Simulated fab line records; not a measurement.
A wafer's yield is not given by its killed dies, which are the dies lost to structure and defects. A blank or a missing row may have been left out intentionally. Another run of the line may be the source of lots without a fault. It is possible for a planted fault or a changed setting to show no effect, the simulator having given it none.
Chamber matching / flow n5-finfet / rie-diel-04 running N5_BEOL_M15_DESCUM_15: 4 sister chambers
The step chemistry O2, time 7.9 s. 4 wafers are shown with their chamber, then 9 later ones without.

WAFERS, EACH WITH ITS CHAMBER
wafer=L078.1; chamber=3; showerhead-plenum-p-Torr (Torr)=2.22
wafer=L079.1; chamber=0; showerhead-plenum-p-Torr (Torr)=1.96
wafer=L084.4; chamber=1; showerhead-plenum-p-Torr (Torr)=2.15
wafer=L084.5; chamber=2; showerhead-plenum-p-Torr (Torr)=2.05

WAFERS MISSING THEIR CHAMBER
wafer=L088.2; showerhead-plenum-p-Torr (Torr)=2.22
wafer=L088.4; showerhead-plenum-p-Torr (Torr)=2.05
wafer=L088.5; showerhead-plenum-p-Torr (Torr)=2.15
wafer=L094.1; showerhead-plenum-p-Torr (Torr)=2.21
wafer=L094.5; showerhead-plenum-p-Torr (Torr)=2.04
wafer=L094.6; showerhead-plenum-p-Torr (Torr)=2.21
wafer=L097.2; showerhead-plenum-p-Torr (Torr)=2.21
wafer=L097.3; showerhead-plenum-p-Torr (Torr)=2.21
wafer=L097.5; showerhead-plenum-p-Torr (Torr)=2.21

THE CHAMBER EACH PASSED THROUGH
wafer=L088.2; from the rows above=3; in truth=3
wafer=L088.4; from the rows above=2; in truth=2
wafer=L088.5; from the rows above=1; in truth=1
wafer=L094.1; from the rows above=3; in truth=3
wafer=L094.5; from the rows above=2; in truth=2
wafer=L094.6; from the rows above=3; in truth=3
wafer=L097.2; from the rows above=3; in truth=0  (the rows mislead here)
wafer=L097.3; from the rows above=3; in truth=3
wafer=L097.5; from the rows above=3; in truth=3
Placed correctly: 8 of 9. From these rows, 0 cannot be placed. Wrongly placed: 1.
How it was worked out, from the rows above alone: a wafer's distance from a chamber is the root of the sum, over the readings, of the square of ((its reading less the chamber's mean) divided by the reading's scatter). The wafer belongs to the nearest chamber; if the next one is less than 2 further off, it can't be placed. For every chamber, the mean is computed from those of its wafers that are shown. The scatter: root of mean squared gap, hidden wafer to nearest shown wafer, with one shown wafer a chamber.
